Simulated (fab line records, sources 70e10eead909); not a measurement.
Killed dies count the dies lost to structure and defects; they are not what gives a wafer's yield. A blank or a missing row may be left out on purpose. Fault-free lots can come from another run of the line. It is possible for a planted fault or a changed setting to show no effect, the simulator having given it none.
Matching of chambers :: flow nand harc :: NHARC_A_SLIT_ETCH_24 on rie diel-07: 4 sister chambers
The step etches the open film in CF4/CHF3, target depth 121 nm, time 60.5 s. 8 wafers are shown with their chamber, then 7 later ones without.

## WAFERS PAIRED WITH THEIR CHAMBERS
wafer: L609.3
chamber: 0
rf vpp V (V): 368.8
oes product au (a.u.): 0.974

wafer: L618.2
chamber: 1
rf vpp V (V): 371.9
oes product au (a.u.): 0.955

wafer: L618.5
chamber: 1
rf vpp V (V): 373.2
oes product au (a.u.): 0.940

wafer: L628.1
chamber: 0
rf vpp V (V): 369.0
oes product au (a.u.): 0.954

wafer: L628.4
chamber: 2
rf vpp V (V): 371.1
oes product au (a.u.): 0.958

wafer: L628.5
chamber: 3
rf vpp V (V): 373.9
oes product au (a.u.): 0.949

wafer: L626.1
chamber: 3
rf vpp V (V): 371.1
oes product au (a.u.): 0.952

wafer: L626.3
chamber: 2
rf vpp V (V): 368.8
oes product au (a.u.): 0.957

## WAFERS WITH NO CHAMBER GIVEN
wafer: L626.6
rf vpp V (V): 369.9
oes product au (a.u.): 0.964

wafer: L630.2
rf vpp V (V): 371.1
oes product au (a.u.): 0.977

wafer: L630.3
rf vpp V (V): 372.7
oes product au (a.u.): 0.974

wafer: L630.4
rf vpp V (V): 373.5
oes product au (a.u.): 0.956

wafer: L631.1
rf vpp V (V): 370.4
oes product au (a.u.): 0.922

wafer: L631.2
rf vpp V (V): 368.6
oes product au (a.u.): 0.915

wafer: L631.4
rf vpp V (V): 368.4
oes product au (a.u.): 0.915

## WHICH CHAMBER EACH WENT THROUGH
wafer: L626.6
from the rows above: can't be placed: 2 or 0 or 3 or 1
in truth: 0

wafer: L630.2
from the rows above: can't be placed: 0 or 2 or 3 or 1
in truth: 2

wafer: L630.3
from the rows above: can't be placed: 3 or 2 or 1 or 0
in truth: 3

wafer: L630.4
from the rows above: can't be placed: 3 or 1 or 2
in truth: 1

wafer: L631.1
from the rows above: can't be placed: 1 or 3 or 2 or 0
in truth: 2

wafer: L631.2
from the rows above: can't be placed: 1 or 2 or 3 or 0
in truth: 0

wafer: L631.4
from the rows above: can't be placed: 1 or 2 or 3 or 0
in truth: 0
Placed correctly: 0 of 7. Can't be placed from these rows: 7 (the true chamber is among the candidates in 7). Wrongly placed: 0.
How it was worked out, from the rows above alone: a wafer's distance from a chamber is the root of the sum, over the readings, of the square of ((its reading less the chamber's mean) divided by the reading's scatter). If the next closest chamber is less than 2 further off than the closest, the wafer can't be placed; otherwise it belongs to the closest. For every chamber, the mean is computed from those of its wafers that are shown. How the scatter is found: for the shown wafers, subtract from each reading the mean of its chamber, square and add these, divide the total by (wafers less chambers), then take the root.
